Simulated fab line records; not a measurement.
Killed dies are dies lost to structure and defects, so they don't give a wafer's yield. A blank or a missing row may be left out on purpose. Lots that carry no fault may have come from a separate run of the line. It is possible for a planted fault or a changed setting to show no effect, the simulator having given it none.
Problem report, 8D (eight disciplines) form, completed by code	flow nandHarc	the parts of the form that need people (team, actions taken, sign-off) are left out

1. THE PROBLEM
Mean of overpolishRunS at NHARC_P_STI_CMP_21: 68.663 s across 6 wafers in 2 lots; on wafers with no fault it is 20.000 s (standard deviation 0.0093). That is +99 or more standard deviations from the usual mean.
The step: polishes, t overpolish 20 s, target thk 380.67 nm.
First seen on wafer L388.4, day 9 22:37, on cmp-04. Wafers with a number at this step in the record: 39, from 13 lots. Rule for "out", or "out of limits": more than 4 standard deviations from the usual mean. The rest of the wafers with a number are treated as sound.

2. WHAT IT IS AND WHAT IT IS NOT
question	is	is not
which readings at this step	overpolishRunS	motorCurrentA
which lots	L388, L391	L375, L377, L379, L380, L381, L386, L390, L392, L393, L395, L396
which wafers of those lots	all that have a number	-
read on which tools	cmp-04	cmp-02, cmp-03
when	from day 9 22:37	up to then (18 sound wafers); but 15 sound wafers of L390, L392, L393, L395, L396 came after

3. THE SUSPECTS, EACH WITH WHAT RULES IT OUT
Counting: a tool at a process step up to the reading stays a suspect if it ran every lot that is out and no sound lot after the first of them.
- rieDiel-03 at NHARC_P_STI_ETCH_42 (etches the open film in N2/H2, target depth 80 nm, overetch 24 nm, time 61 s): ruled out as a lasting fault. The sound lots L390, L392, L396 went through it after L388, its earliest lot that is out (day 9 02:29).
- cmp-04 at NHARC_P_STI_CMP_21 (polishes, t overpolish 20 s, target thk 380.67 nm): kept. It processed each lot that is out, first L388 at day 9 22:37, and no sound lot thereafter; up to then, the last sound lot it processed was L386 at day 9 15:11. Out on those wafers are its own readings of overpolishRunS.
Remaining after the count: cmp-04 at NHARC_P_STI_CMP_21.

4. THE CAUSE (what the simulator had put in)
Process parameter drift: cmp-04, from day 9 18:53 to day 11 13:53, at NHARC_P_STI_CMP_21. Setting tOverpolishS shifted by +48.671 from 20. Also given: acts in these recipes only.
After counting, this tool was the only one left.

5. THE EFFECT CHAIN, in route order
Each row: a reading where the mean over the struck wafers with a number is more than 3 standard deviations away from the usual. Only readings for which the record gives a usual standard deviation are gone through. hours: the time from each lot's start at the first step in this table that gives one to its start at this step, as a median over the lots. sigmas: the change in usual standard deviations.
hours	step	reading	usual	on struck wafers	change	sigmas
0	NHARC_P_STI_CMP_21	overpolishRunS	20.000 s	68.663	+48.663	+99 or more
It contains these process steps:
- NHARC_P_STI_CMP_21: polishes, t overpolish 20 s, target thk 380.67 nm.
Later steps that measure or inspect, where all struck wafers having a row at the step show a number for every such reading and not one has moved that far: NHARC_P_GATE_CD_MEAS_11.

6. HOW IT WOULD HAVE BEEN CAUGHT EARLIER
The fault began at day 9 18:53; the first out-of-limits reading in this record came at day 9 22:37, 4 hours later.
